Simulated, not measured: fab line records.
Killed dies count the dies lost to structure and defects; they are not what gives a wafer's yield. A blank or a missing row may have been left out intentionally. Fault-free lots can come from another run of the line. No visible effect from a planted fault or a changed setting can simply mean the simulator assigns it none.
Struck lot and sound lot, side by side | flow n5Finfet | 16 steps out of a route of 1938
Sound: these wafers, L544.2, L544.5, L544.6. Struck: wafers L560.3, L560.5, L560.6. The cause is given at the end.
Each step with rows lists, per side, the tool, then ch with its chambers, then its first start. Under that, the readings that differ: sound wafers | struck wafers | difference of the means | sigmas: that difference in standard deviations of wafers without a fault.
alike: readings whose means differ by less than 2 such deviations, and words and numbers that are the same on both sides. not compared: withheld readings, readings that some wafer has no value for, bounds like >300 that may hide the same value, and numbers for which the record gives no deviation and whose values overlap.
The two part at a step that has a row with sigmas, a row that says differs or no value, or rows on one side only. Numbers that don't overlap but have no deviation are shown without sigmas and don't part them. A reading missing from all wafers of one side parts the sides only when that side holds two or more wafers.

first, 4 steps without rows for these wafers: N5_FIN_SAQP_SOFTBAKE_11 (time 60 s); N5_FIN_SAQP_EXPOSE_13 (exposes mask FIN CORE, target cd 35.6 nm); N5_FIN_SAQP_PEB_14 (peb time 60 s); N5_FIN_SAQP_DEVELOP_15 (develop time 30 s).
N5_FIN_SAQP_CD_MEAS_16 targets a cd of 35.6 nm.
  sound on cdSem-02 ch 0, day 3 04:58; struck on cdSem-03 ch 0, day 7 03:31
  alike: cdNm
N5_FIN_SAQP_OVL_MEAS_17:
  sound on overlay-01 ch 0, day 3 04:59; struck on overlay-01 ch 0, day 7 03:32
  alike: FIN_CORE_OVL
N5_FIN_SAQP_INSPECT_18: inspects for defects (brightfield).
  sound: defectInspect-02 at day 3 05:01; struck: defectInspect-01 at day 7 03:34
  alike: rawDefectCount
N5_FIN_SAQP_DESCUM_21: chemistry O2, time 7.9 s.
  sound on rieDiel-02 ch 1,2, day 3 05:03; struck on rieDiel-02 ch 0,1,2, day 7 03:36
  alike: drypumpMotorCurrentA, oesProductAu, rfVppV, showerheadPlenumPTorr, throttleValvePct
  not compared: rfHoursCounterH
N5_FIN_SAQP_ETCH_51: etches SiARC in CF4, target depth 45.5 nm, time 75.8 s.
  sound on rieDiel-02 ch 1,2, day 3 05:05; struck on rieDiel-02 ch 0,1,2, day 7 03:38
  alike: drypumpMotorCurrentA, etchRfOnTimeS, mfcArSccm, oesProductAu, rfVppV, showerheadPlenumPTorr, throttleValvePct
  not compared: rfHoursCounterH
N5_FIN_SAQP_ETCH_52: etches SOC in N2/H2, target depth 100 nm, overetch 20 nm, time 150 s.
  sound on rieDiel-02 ch 1,2, day 3 05:08; struck on rieDiel-02 ch 0,1,2, day 7 03:41
  alike: drypumpMotorCurrentA, h2FlowSccm, oesProductAu, rfVppV, showerheadPlenumPTorr, throttleValvePct
  not compared: rfHoursCounterH
then, 1 step without rows for these wafers: N5_FIN_SAQP_STRIP_53 (strips in N2/H2).
N5_FIN_SAQP_HM_OPEN_73: chemistry CHF3/O2, target SiO2, stops on a-Si, target depth 12 nm, time 16.8 s.
  sound on rieDiel-02 ch 1,2, day 3 05:15; struck on rieDiel-02 ch 0,1,2, day 7 03:48
  alike: drypumpMotorCurrentA, mfcArSccm, oesProductAu, rfVppV, showerheadPlenumPTorr, throttleValvePct
  not compared: rfHoursCounterH
N5_FIN_SAQP_STRIP_74: strips in CHF3/O2.
  sound on rieDiel-02 ch 1,2, day 3 05:18; struck on rieDiel-02 ch 0,1,2, day 7 03:51
reading                                    | sound | struck            | difference | sigmas
model.SiARC_of_FIN_SAQP_COAT_50.thkNm (nm) | 0 0 0 | 5.207 3.485 3.702 | +4.131     | 
N5_FIN_SAQP_MANDREL_ETCH_22: etches a-Si in HBr/Cl2, stops on SiNx, target depth 60 nm, bt time 10 s, time 30 s.
  sound on rieSi-06 ch 1,2,3, day 3 05:20; struck on rieSi-02 ch 0,1,2, day 7 03:53
  alike: drypumpMotorCurrentA, oesProductAu, throttleValvePct
  not compared: rfHoursCounterH
-- here the record skips 8 days between the struck wafers' starts before and after, leaving off in module FIN_SAQP and picking up in module BEOL_M4 (first step shown: number 1111 of the route) --
N5_BEOL_M4_RC_MEAS_101:
  sound on prober-01 ch 0, day 10 12:01; struck on prober-02 ch 0, day 14 23:23
reading        | sound          | struck         | difference | sigmas
DIBL_N (mV/V)  | 30.0 34.7 32.4 | 37.6 35.5 41.5 | +5.8       | +2
DIBL_P (mV/V)  | 29 35 32       | 39 35 43       | +7         | +2
IOFF_P (nA/um) | 0.13 0.20 0.16 | 0.28 0.20 0.36 | +0.12      | +2
VT_P (mV)      | -258 -248 -253 | -241 -249 -240 | +10        | +2
  alike: IOFF_N, ION_N, ION_P, SS_N, SS_P, VT_N
N5_PASSIVATION_PROBE_49:
  the record has rows for the sound wafers here (prober-02, day 14 21:07) and none for the struck ones

## WHERE THEY PART
At N5_BEOL_M4_RC_MEAS_101 first; at N5_PASSIVATION_PROBE_49 last (within this record only).

WHY: the cause the simulator had injected
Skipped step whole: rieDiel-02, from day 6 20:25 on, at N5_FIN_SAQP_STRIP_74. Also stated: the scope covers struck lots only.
